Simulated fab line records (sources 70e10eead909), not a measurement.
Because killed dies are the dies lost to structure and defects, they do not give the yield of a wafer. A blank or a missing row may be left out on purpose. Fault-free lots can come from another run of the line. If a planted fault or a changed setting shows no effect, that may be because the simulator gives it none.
A single fault, viewed from 2 desks -- flow nand_harc -- each desk holds nothing but its own numbers, with what lay behind them at the end

## FROM THE METROLOGY DESK
What the gauges read for every lot (on any tool): the sampled wafers with a number, averaged. A lot is out of limits, marked OUT, if its mean lies more than 4 standard deviations from the usual mean; the brackets give that distance.
Columns: A = thk_nm at NHARC_A_BONDPAD_THK_MEAS_30, usual 200.2 nm; B = cd_nm at NHARC_A_BONDPAD_CD_MEAS_09, usual 501.1 nm; C = thk_nm at NHARC_A_BONDPAD_THK_MEAS_20, usual 169.5 nm
lot,first seen here,A,B,C
L905,day 18 09:11,201.0,501.2,170.9
L903,day 18 09:59,200.2,498.9,170.0
L902,day 18 13:01,200.7,502.2,168.3
L907,day 19 00:31,201.4,503.0,171.4
L909,day 19 06:59,199.2,499.6,29.6 (-99 or more) OUT
L908,day 19 08:03,200.8,501.3,28.5 (-99 or more) OUT
L918,day 22 04:31,200.5,499.7,168.7
L920,day 22 06:07,199.9,499.3,170.2
L921,day 22 15:51,201.0,501.7,170.0
L923,day 23 04:41,201.0,501.1,169.4
L922,day 23 11:35,199.4,502.3,168.7
L925,day 23 16:51,200.2,498.3,168.8
Finding of this desk: L908, L909 out of limits; the first was L909 at day 19 10:01, on thk_nm at NHARC_A_BONDPAD_THK_MEAS_20. L905, L903, L902, L907, L918, L920, L921, L923, L922, L925: within limits.

## FOR THE TOOL OWNER'S DESK: ecd_cu-01
The tool's own readings at NHARC_A_BONDPAD_ECD_18 (material Cu, target thk 400 nm): means of the sampled wafers that have a number, for each lot that ran on this tool. A lot is out of limits, marked OUT, if its mean lies more than 4 standard deviations from the usual mean; the brackets give that distance.
Columns: A = bath_heat_duty_pct at NHARC_A_BONDPAD_ECD_18, usual 7.0 %; B = bath_temp_c at NHARC_A_BONDPAD_ECD_18, usual 24.99 C
lot,first seen here,A,B
L905,day 18 11:19,7.0,25.03
L918,day 22 06:40,7.2,25.00
L920,day 22 08:20,6.5,25.18
L923,day 23 07:25,6.6,25.02
L922,day 23 13:52,6.4,24.97
L925,day 23 18:51,6.5,25.05
This desk found nothing out of limits on any of the 6 lots.

## BROUGHT TOGETHER
The metrology desk could have raised an alarm at day 19 10:01, on L908, L909.
The desk of the tool owner found nothing out of limits.
The tool owner's desk has no number on record for L908, L909.
All the named lots went through NHARC_A_BONDPAD_ECD_18 on ecd_cu-01.

## WHAT THE SIMULATOR HAD PUT IN
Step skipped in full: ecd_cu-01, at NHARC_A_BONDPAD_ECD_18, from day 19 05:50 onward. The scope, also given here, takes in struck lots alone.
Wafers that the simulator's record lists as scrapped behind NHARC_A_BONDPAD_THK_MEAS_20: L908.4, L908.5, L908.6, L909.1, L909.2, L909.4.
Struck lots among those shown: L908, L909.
Per desk, hours elapsed from the start of the fault to the first reading out of limits: for the metrology desk, 4.
